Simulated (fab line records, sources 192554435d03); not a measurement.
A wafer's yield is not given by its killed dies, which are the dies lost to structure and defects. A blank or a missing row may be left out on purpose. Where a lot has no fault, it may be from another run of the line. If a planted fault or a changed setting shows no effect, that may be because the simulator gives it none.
The tool behind it: which one?    flow n5_finfet    33 wafers from 11 lots sampled at 2 of the route's 1938 steps

## WHAT THE GAUGES READ, wafer by wafer
N5_MIM_BOT_LITHO_OVL_MEAS_11.
lot   measured      on          MIM_BOT_OVL (nm)
L579  day 11 23:02  overlay-01  -2 0 0
L580  day 12 11:38  overlay-02  -8 -2 -3
L583  day 12 17:07  overlay-01  -12 -4 -10
L585  day 13 07:20  overlay-02  -2 -4 -6
L587  day 13 10:46  overlay-01  2 2 0
L590  day 14 13:41  overlay-02  -7 -3 -2
L589  day 15 09:47  overlay-02  -2 -3 0
L593  day 15 14:36  overlay-02  2 -6 -7
L592  day 15 15:26  overlay-01  -4 1 5
L598  day 16 10:53  overlay-01  8 2 1
L597  day 16 21:01  overlay-02  -6 1 2

## WHAT TOOL EACH LOT RAN ON (gives the tool, then ch and the chambers of the sampled wafers, and finally the start)
lot   N5_BEOL_M9_PRECLEAN_42
L579  wet_bench-01 ch 0,1,7, day 9 19:09
L580  wet_bench-01 ch 3,6,7, day 10 11:55
L583  wet_bench-02 ch 0,1,4, day 10 17:02
L585  wet_bench-04 ch 0,2,3, day 11 09:20
L587  wet_bench-02 ch 0,5,6, day 11 17:08
L590  wet_bench-01 ch 2,3,7, day 12 14:59
L589  wet_bench-04 ch 1,2,7, day 13 04:05
L593  wet_bench-01 ch 0,1,5, day 13 06:19
L592  wet_bench-01 ch 1,2,3, day 13 12:39
L598  wet_bench-01 ch 1,2,6, day 14 08:15
L597  wet_bench-02 ch 1,3,6, day 14 18:03
- N5_BEOL_M9_PRECLEAN_42: cleans in residue remover, time 60 s.

## WHAT THE TOOLS THEMSELVES READ (means of the sampled wafers that have a number; where no wafer has one, the mark that the record gives instead)
N5_BEOL_M9_PRECLEAN_42.
lot   tool          bath_guard_temp_C (C)
L579  wet_bench-01  39.6
L580  wet_bench-01  40.0
L583  wet_bench-02  39.3
L585  wet_bench-04  40.4
L587  wet_bench-02  39.5
L590  wet_bench-01  39.9
L589  wet_bench-04  40.1
L593  wet_bench-01  39.4
L592  wet_bench-01  39.5
L598  wet_bench-01  39.3
L597  wet_bench-02  39.9

## THE ANSWER, worked out from the rows above alone
Rule: what is usual is taken from the lots themselves. Put in order of their means at a reading, lots are off if they are a third of the lots or fewer, leave a main group of 4 or more, and stand apart from it by a gap of 3 or more times the standard deviation of the main group's means; of several such gaps the widest counts. Not used: any main group whose means are identical at the precision the tables above print for the reading. A lot without any number at a reading at which 4 lots or more have one is off too. Where the step has rows for the other lots, those lots are counted as sound. The gauges are gone through in route order, then the tools' own readings, and for those a lot's mean is taken as printed above. At the first step where some lot is off, the reading lying furthest off is the one used; lots without a number count as furthest.
No lot is off at any reading shown: from this, nothing can be told.

## WHAT WAS PUT IN BY THE SIMULATOR
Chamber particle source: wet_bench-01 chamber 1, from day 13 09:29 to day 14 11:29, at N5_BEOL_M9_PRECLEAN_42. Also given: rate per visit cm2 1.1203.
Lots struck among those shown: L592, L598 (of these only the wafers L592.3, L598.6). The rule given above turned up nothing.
